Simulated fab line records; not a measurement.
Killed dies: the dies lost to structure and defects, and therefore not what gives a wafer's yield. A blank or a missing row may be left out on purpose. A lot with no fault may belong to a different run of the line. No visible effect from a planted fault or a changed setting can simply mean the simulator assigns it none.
Matching of chambers / flow n5-finfet / N5_MOL_CONTACT_COAG_STRIP_98 on rie-diel-03 has 4 sister chambers
The step strips in N2/H2. 18 wafers are shown with their chamber, then 9 later ones without.

## EACH WAFER AND ITS CHAMBER
wafer=L078.2; chamber=3; drypump-motor-current-A (A)=6.0; showerhead-plenum-p-Torr (Torr)=3.20; throttle-valve-pct (%)=19.2
wafer=L078.4; chamber=0; drypump-motor-current-A (A)=6.1; showerhead-plenum-p-Torr (Torr)=3.34; throttle-valve-pct (%)=18.9
wafer=L078.6; chamber=1; drypump-motor-current-A (A)=5.5; showerhead-plenum-p-Torr (Torr)=3.51; throttle-valve-pct (%)=18.4
wafer=L081.2; chamber=1; drypump-motor-current-A (A)=5.4; showerhead-plenum-p-Torr (Torr)=3.51; throttle-valve-pct (%)=18.4
wafer=L081.3; chamber=0; drypump-motor-current-A (A)=6.1; showerhead-plenum-p-Torr (Torr)=3.34; throttle-valve-pct (%)=18.9
wafer=L081.5; chamber=1; drypump-motor-current-A (A)=5.5; showerhead-plenum-p-Torr (Torr)=3.51; throttle-valve-pct (%)=18.4
wafer=L084.1; chamber=1; drypump-motor-current-A (A)=5.5; showerhead-plenum-p-Torr (Torr)=3.50; throttle-valve-pct (%)=18.4
wafer=L084.2; chamber=3; drypump-motor-current-A (A)=6.0; showerhead-plenum-p-Torr (Torr)=3.19; throttle-valve-pct (%)=19.2
wafer=L084.3; chamber=2; drypump-motor-current-A (A)=5.9; showerhead-plenum-p-Torr (Torr)=3.21; throttle-valve-pct (%)=18.9
wafer=L088.3; chamber=2; drypump-motor-current-A (A)=5.9; showerhead-plenum-p-Torr (Torr)=3.21; throttle-valve-pct (%)=18.9
wafer=L088.4; chamber=0; drypump-motor-current-A (A)=6.1; showerhead-plenum-p-Torr (Torr)=3.33; throttle-valve-pct (%)=18.9
wafer=L088.5; chamber=2; drypump-motor-current-A (A)=5.9; showerhead-plenum-p-Torr (Torr)=3.21; throttle-valve-pct (%)=18.9
wafer=L089.2; chamber=2; drypump-motor-current-A (A)=5.9; showerhead-plenum-p-Torr (Torr)=3.20; throttle-valve-pct (%)=18.9
wafer=L089.4; chamber=1; drypump-motor-current-A (A)=5.5; showerhead-plenum-p-Torr (Torr)=3.50; throttle-valve-pct (%)=18.4
wafer=L089.5; chamber=1; drypump-motor-current-A (A)=5.4; showerhead-plenum-p-Torr (Torr)=3.50; throttle-valve-pct (%)=18.5
wafer=L090.2; chamber=3; drypump-motor-current-A (A)=6.0; showerhead-plenum-p-Torr (Torr)=3.18; throttle-valve-pct (%)=19.3
wafer=L090.5; chamber=1; drypump-motor-current-A (A)=5.5; showerhead-plenum-p-Torr (Torr)=3.49; throttle-valve-pct (%)=18.5
wafer=L090.6; chamber=0; drypump-motor-current-A (A)=6.1; showerhead-plenum-p-Torr (Torr)=3.33; throttle-valve-pct (%)=18.9

SIGNATURES (averages over the wafers above)
reading=drypump-motor-current-A; chamber 0=6.100; chamber 1=5.471; chamber 2=5.900; chamber 3=6.000; scatter within a chamber=0.0319
reading=showerhead-plenum-p-Torr; chamber 0=3.3350; chamber 1=3.5029; chamber 2=3.2075; chamber 3=3.1900; scatter within a chamber=0.00716
reading=throttle-valve-pct; chamber 0=18.900; chamber 1=18.429; chamber 2=18.900; chamber 3=19.233; scatter within a chamber=0.0387
Rule: a wafer lies at a distance from a chamber equal to the root of the sum of squares, over the readings, of (its reading less the chamber's mean, divided by the reading's scatter). If the next closest chamber is less than 2 further off than the closest, the wafer can't be placed; otherwise it belongs to the closest. How the scatter is found: for the shown wafers, subtract from each reading the mean of its chamber, square and add these, divide the total by (wafers less chambers), then take the root.

## WAFERS WHOSE CHAMBER IS MISSING
wafer=L093.2; drypump-motor-current-A (A)=6.1; showerhead-plenum-p-Torr (Torr)=3.33; throttle-valve-pct (%)=18.9
wafer=L093.3; drypump-motor-current-A (A)=5.4; showerhead-plenum-p-Torr (Torr)=3.49; throttle-valve-pct (%)=18.5
wafer=L093.4; drypump-motor-current-A (A)=6.1; showerhead-plenum-p-Torr (Torr)=3.18; throttle-valve-pct (%)=19.2
wafer=L092.2; drypump-motor-current-A (A)=5.5; showerhead-plenum-p-Torr (Torr)=3.49; throttle-valve-pct (%)=18.5
wafer=L092.3; drypump-motor-current-A (A)=5.9; showerhead-plenum-p-Torr (Torr)=3.20; throttle-valve-pct (%)=19.0
wafer=L092.4; drypump-motor-current-A (A)=6.1; showerhead-plenum-p-Torr (Torr)=3.18; throttle-valve-pct (%)=19.3
wafer=L094.3; drypump-motor-current-A (A)=6.0; showerhead-plenum-p-Torr (Torr)=3.18; throttle-valve-pct (%)=19.3
wafer=L094.4; drypump-motor-current-A (A)=6.1; showerhead-plenum-p-Torr (Torr)=3.32; throttle-valve-pct (%)=18.9
wafer=L094.6; drypump-motor-current-A (A)=6.0; showerhead-plenum-p-Torr (Torr)=3.18; throttle-valve-pct (%)=19.3

## CHAMBER TAKEN BY EACH
wafer=L093.2; from the rows above=0; in truth=0
wafer=L093.3; from the rows above=1; in truth=1
wafer=L093.4; from the rows above=3; in truth=3
wafer=L092.2; from the rows above=1; in truth=1
wafer=L092.3; from the rows above=2; in truth=2
wafer=L092.4; from the rows above=3; in truth=3
wafer=L094.3; from the rows above=3; in truth=3
wafer=L094.4; from the rows above=0; in truth=0
wafer=L094.6; from the rows above=3; in truth=3
Placed correctly: 9 of 9. Number that these rows cannot place: 0. Wrongly placed: 0.
